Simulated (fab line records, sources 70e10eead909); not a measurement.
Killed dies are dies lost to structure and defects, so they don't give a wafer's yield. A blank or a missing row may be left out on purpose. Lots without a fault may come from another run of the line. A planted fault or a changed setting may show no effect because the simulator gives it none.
A struck lot beside a sound one | flow nand_harc | 14 steps out of a route of 1159
Sound: wafers L518.4, L518.5, L518.6. Struck: wafers L526.3, L526.5, L526.6. The cause comes at the end.
At each step with rows: each side's tool, then ch and its chambers, then its first start. Under that, the readings that differ: sound wafers | struck wafers | difference of the means | sigmas: that difference in standard deviations of wafers without a fault.
alike: readings whose means differ by less than 2 such deviations, and words and numbers that are the same on both sides. not compared: withheld readings, readings that some wafer has no value for, bounds like >300 that may hide the same value, and numbers for which the record gives no deviation and whose values overlap.
The two part at a step that has a row with sigmas, a row that says differs or no value, or rows on one side only. Numbers that don't overlap but have no deviation are shown without sigmas and don't part them. A reading that every wafer of one side lacks parts them only if that side has two wafers or more.

NHARC_A_BLC_DESCUM_15: chemistry O2, time 3 s.
  sound on rie_diel-05 ch 1,2,3, day 18 00:22; struck on rie_diel-12 ch 2,3, day 20 00:54
  alike: chamber_pressure_mTorr, drypump_motor_current_A, oes_product_au, rf_vpp_V, showerhead_plenum_p_Torr, throttle_valve_pct
  not compared: rf_hours_counter_h
NHARC_A_BLC_ETCH_16: etches the open film in CF4, target depth 39 nm, time 65 s.
  sound on rie_diel-05 ch 1,2,3, day 18 00:27; struck on rie_diel-12 ch 0,3, day 20 00:59
  alike: chamber_pressure_mTorr, drypump_motor_current_A, oes_product_au, rf_vpp_V, showerhead_plenum_p_Torr, throttle_valve_pct
  not compared: rf_hours_counter_h
then, 1 step without rows for these wafers: NHARC_A_BLC_ETCH_17 (etches the open film in N2/H2, target depth 390 nm, time 609.38 s).
NHARC_A_BLC_ETCH_18: etches the open film in C4F8/O2/Ar, target depth 910 nm.
  sound on rie_diel-05 ch 1,2,3; struck on rie_diel-12 ch 0,2,3
  alike: chamber_pressure_mTorr, oes_product_au, rf_vpp_V
  not compared: rf_hours_counter_h
NHARC_A_BLC_CD_MEAS_19:
  sound on cd_sem-02, day 18 01:35; struck on cd_sem-01, day 20 01:52
  alike: cd_nm
NHARC_A_BLC_STRIP_29: strips in CF4.
  sound on rie_diel-05 ch 1,2,3, day 18 01:41; struck on rie_diel-12 ch 0,2,3, day 20 01:58
  alike: chamber_pressure_mTorr, drypump_motor_current_A, oes_product_au, rf_vpp_V, showerhead_plenum_p_Torr, throttle_valve_pct
  not compared: rf_hours_counter_h
then, 5 steps without rows for these wafers: NHARC_A_BLC_STRIP_21 (strips in O2); NHARC_A_BLC_STRIP_22 (strips in post etch residue remover, time 600 s); NHARC_A_BLC_DEGAS_30 (time 60 s); NHARC_A_BLC_PRE_CLEAN_31 (time 15 s); NHARC_A_BLC_PVD_32 (deposits Ti, target thk 5 nm, time 17.7 s).
NHARC_A_BLC_ALD_23: deposits TiN, target thk 3 nm, pulse time 1 s, ald cycles 150.
  sound on ald_metal-02 ch 0,1, day 18 02:31; struck on ald_metal-02 ch 1,2,3, day 20 02:44
  alike: heater_power_w, precursor_pulse_height_rel, susceptor_temp_C
NHARC_A_BLC_CVD_24: deposits W, target thk 150 nm, time 434 s.
  sound on cvd_w-01 ch 0,1, day 18 04:31; struck on cvd_w-01 ch 0,1, day 20 08:24
  reading              | sound                | struck | difference                    | sigmas
  susceptor_temp_C (C) | 299.92 299.69 300.03 | - - -  | no value on the struck wafers |
  alike: heater_power_w, throttle_valve_pct
NHARC_A_BLC_CMP_25: polishes, t overpolish 30 s, target thk 150 nm.
  sound on cmp-03 ch 0,1, day 18 04:49; struck on cmp-03 ch 0,3, day 20 08:47
  reading                | sound          | struck         | difference | sigmas
  time_to_endpoint_s (s) | 31.9 30.6 30.0 | 61.9 60.1 58.5 | +29.3      | +13
  alike: motor_current_A, overpolish_run_s

WHERE THEY PART
First at NHARC_A_BLC_CVD_24; last, within this record, at NHARC_A_BLC_CMP_25.

WHY: what the simulator had put in
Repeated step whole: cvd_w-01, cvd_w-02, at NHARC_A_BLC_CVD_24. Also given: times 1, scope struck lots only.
